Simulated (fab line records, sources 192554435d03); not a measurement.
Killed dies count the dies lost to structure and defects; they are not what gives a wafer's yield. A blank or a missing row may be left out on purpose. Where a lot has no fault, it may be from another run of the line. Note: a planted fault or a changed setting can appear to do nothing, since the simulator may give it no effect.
Comparing a struck lot with a sound one -- flow n5 finfet -- 14 out of 1938 route steps
Sound: wafers L616.1, L616.3, L616.5. Wafers struck: L610.1, L610.4, L610.6. The cause is given at the end.
Order at every step that has rows: each side's tool, ch and its chambers, its first start. Under that, the readings that differ: sound wafers -- struck wafers -- difference of the means -- sigmas: that difference in standard deviations of wafers without a fault.
alike: readings with means less than 2 such deviations apart, plus words and numbers identical on both sides. not compared: withheld readings, readings lacking a value on some wafer, bounds such as >300 that could conceal the same value, and numbers that have no deviation in the record and whose values overlap.
Wherever a step has rows on one side only, a row that says differs or no value, or a row with sigmas, the two part there. When numbers do not overlap yet have no deviation, they are printed without sigmas and do not part them. A reading that every wafer of one side lacks parts them only if that side has two wafers or more.

first, 1 step without rows for these wafers: N5_ILD0_PRECLEAN_10 (cleans in NF3:NH3, afs cycles 5, time 20 s, sublimation time 60 s).
N5_ILD0_ALD_15: deposits SiNx, target thk 24 nm, pulse time 1 s, ald cycles 480.
  sound on ald sin-03 ch 0,2,3, day 6 00:59; struck on ald sin-03 ch 0,1,3, day 4 16:02
  alike: heater power outer w, heater power w, precursor pulse height rel
N5_ILD0_CMP_12: polishes SiNx, stops on poly-Si, t overpolish 6 s, target thk 17.67 nm.
  sound on cmp-02 ch 0,1,2, day 6 03:13; struck on cmp-02 ch 2,3, day 4 18:14
  alike: motor current A, overpolish run s, time to endpoint s
N5_ILD0_THK_MEAS_13:
  struck on film metro-02, day 4 18:32; sound on film metro-02, day 6 03:29
  alike: thk nm
N5_ILD0_INSPECT_06: inspects for defects (darkfield).
  struck on defect inspect-01, day 4 18:33; sound on defect inspect-02, day 6 03:31
  alike: raw defect count
N5_SDB_HM_DEP_00: deposits SiNx from SiH4/NH3/N2, target thk 40 nm, time 35.3 s.
  sound on pecvd-01 ch 0,1,2, day 6 03:32; struck on pecvd-01 ch 0,2, day 4 18:35
  alike: heater power outer w, heater power w, showerhead plenum p Torr, throttle valve pct
then, 6 steps without rows for these wafers: N5_SDB_COAT_03 (time 60 s, resist thk 100 nm); N5_SDB_COAT_04 (time 60 s, resist thk 18 nm); N5_SDB_COAT_05 (resist thk 90 nm); N5_SDB_EBR_07; N5_SDB_SOFTBAKE_06 (time 60 s); N5_SDB_EXPOSE_08 (exposes mask SDB).
N5_SDB_PEB_09: peb time 60 s.
  struck on litho track-03, day 4 18:51; sound on litho track-04 ch 0, day 6 03:56
  no value came back on the struck wafers for chill plate temp C (C), exhaust pa (Pa), peb time s (s); on the sound wafers chill plate temp C (C) reads 22.90 23.08 22.91
then, 1 step without rows for these wafers: N5_SDB_DEVELOP_10 (develop time 30 s).

== WHERE THEY PART ==
At N5_SDB_PEB_09 and nowhere else, as far as this record goes.

WHY: whatever the simulator had introduced
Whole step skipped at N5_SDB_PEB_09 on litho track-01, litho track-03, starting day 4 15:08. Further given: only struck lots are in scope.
